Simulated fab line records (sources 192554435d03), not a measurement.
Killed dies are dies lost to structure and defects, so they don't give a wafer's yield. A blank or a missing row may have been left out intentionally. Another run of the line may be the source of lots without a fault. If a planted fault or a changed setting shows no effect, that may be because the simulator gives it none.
Which tool did it? :: flow n5-finfet :: Sampling: 7 lots, 21 wafers, 4 of 1938 route steps

WHAT THE GAUGES READ, wafer by wafer
N5_BEOL_M4_OVL_MEAS_12.
lot: L155
measured: day 8 09:04
on: overlay-01
M4_OVL (nm): 0.7 -0.9 0.0

lot: L159
measured: day 8 13:10
on: overlay-02
M4_OVL (nm): -1.5 0.2 0.1

lot: L163
measured: day 10 05:34
on: overlay-01
M4_OVL (nm): -1.0 -0.8 -0.8

lot: L164
measured: day 10 09:47
on: overlay-02
M4_OVL (nm): 0.0 -1.4 0.5

lot: L166
measured: day 10 22:00
on: overlay-01
M4_OVL (nm): 0.7 -0.1 0.3

lot: L168
measured: day 11 12:41
on: overlay-01
M4_OVL (nm): - - -

lot: L176
measured: day 13 07:11
on: overlay-01
M4_OVL (nm): 0.6 -0.7 -1.2

TOOL THAT RAN EACH LOT (tool first, then ch and the chambers of the sampled wafers, then the start)
lot: L155
N5_BEOL_M3_CO_CAP_55: cvd-co-02 ch 1,2, day 8 08:08
N5_BEOL_M4_ILD_DEP_00: pecvd-01 ch 0,2, day 8 08:23
N5_BEOL_M4_DEVELOP_10: litho-track-04 ch 0, day 8 08:58

lot: L159
N5_BEOL_M3_CO_CAP_55: cvd-co-02 ch 0,2, day 8 12:19
N5_BEOL_M4_ILD_DEP_00: pecvd-01 ch 1,2, day 8 12:33
N5_BEOL_M4_DEVELOP_10: litho-track-01 ch 0, day 8 13:04

lot: L163
N5_BEOL_M3_CO_CAP_55: cvd-co-01 ch 0,1,2, day 10 03:05
N5_BEOL_M4_ILD_DEP_00: pecvd-04 ch 0,1, day 10 03:21
N5_BEOL_M4_DEVELOP_10: litho-track-02 ch 0, day 10 05:29

lot: L164
N5_BEOL_M3_CO_CAP_55: cvd-co-02 ch 1,2, day 10 08:53
N5_BEOL_M4_ILD_DEP_00: pecvd-01 ch 1,2, day 10 09:09
N5_BEOL_M4_DEVELOP_10: litho-track-01 ch 0, day 10 09:41

lot: L166
N5_BEOL_M3_CO_CAP_55: cvd-co-02 ch 1,2, day 10 20:52
N5_BEOL_M4_ILD_DEP_00: pecvd-04 ch 0,1,2, day 10 21:07
N5_BEOL_M4_DEVELOP_10: litho-track-02 ch 0, day 10 21:55

lot: L168
N5_BEOL_M3_CO_CAP_55: cvd-co-02 ch 0,1,2, day 11 10:53
N5_BEOL_M4_ILD_DEP_00: pecvd-04 ch 0,1,2, day 11 11:08
N5_BEOL_M4_DEVELOP_10: litho-track-04, day 11 12:35

lot: L176
N5_BEOL_M3_CO_CAP_55: cvd-co-01 ch 0,2, day 13 05:43
N5_BEOL_M4_ILD_DEP_00: pecvd-01 ch 0,1,2, day 13 05:58
N5_BEOL_M4_DEVELOP_10: litho-track-04 ch 0, day 13 07:06
- N5_BEOL_M3_CO_CAP_55: material Co, precursor CCTBA/H2, target thk 2 nm, time 102.1 s.
- N5_BEOL_M4_ILD_DEP_00: deposits SiOC from DEMS/O2, target thk 79 nm, time 15.3 s.
- N5_BEOL_M4_DEVELOP_10: develop time 30 s.

THE ANSWER, worked out from the rows above alone
Rule: usual is defined by the lots themselves. Put in order of their means at a reading, lots are off if they are a third of the lots or fewer, leave a main group of 4 or more, and stand apart from it by a gap of 3 or more times the standard deviation of the main group's means; of several such gaps the widest counts. If all means in a main group match to the digits the tables above print for the reading, that group is not used. Also off: a lot with no number at a reading for which 4 or more lots have one. Where the step has rows for the other lots, those lots are counted as sound.
Off: at N5_BEOL_M4_OVL_MEAS_12 (M4_OVL), L168. Without a number there: L168. The main group: mean -0.3 nm, standard deviation 0.36.
If a tool, at a process step before that reading, ran all the lots that are off and no sound lot after the first of them, it fits. The gauges at N5_BEOL_M4_OVL_MEAS_12 are tried like those tools. Undecided on this evidence; 2 tools fit (cvd-co-02 at N5_BEOL_M3_CO_CAP_55, pecvd-04 at N5_BEOL_M4_ILD_DEP_00).

WHAT WAS PUT IN BY THE SIMULATOR
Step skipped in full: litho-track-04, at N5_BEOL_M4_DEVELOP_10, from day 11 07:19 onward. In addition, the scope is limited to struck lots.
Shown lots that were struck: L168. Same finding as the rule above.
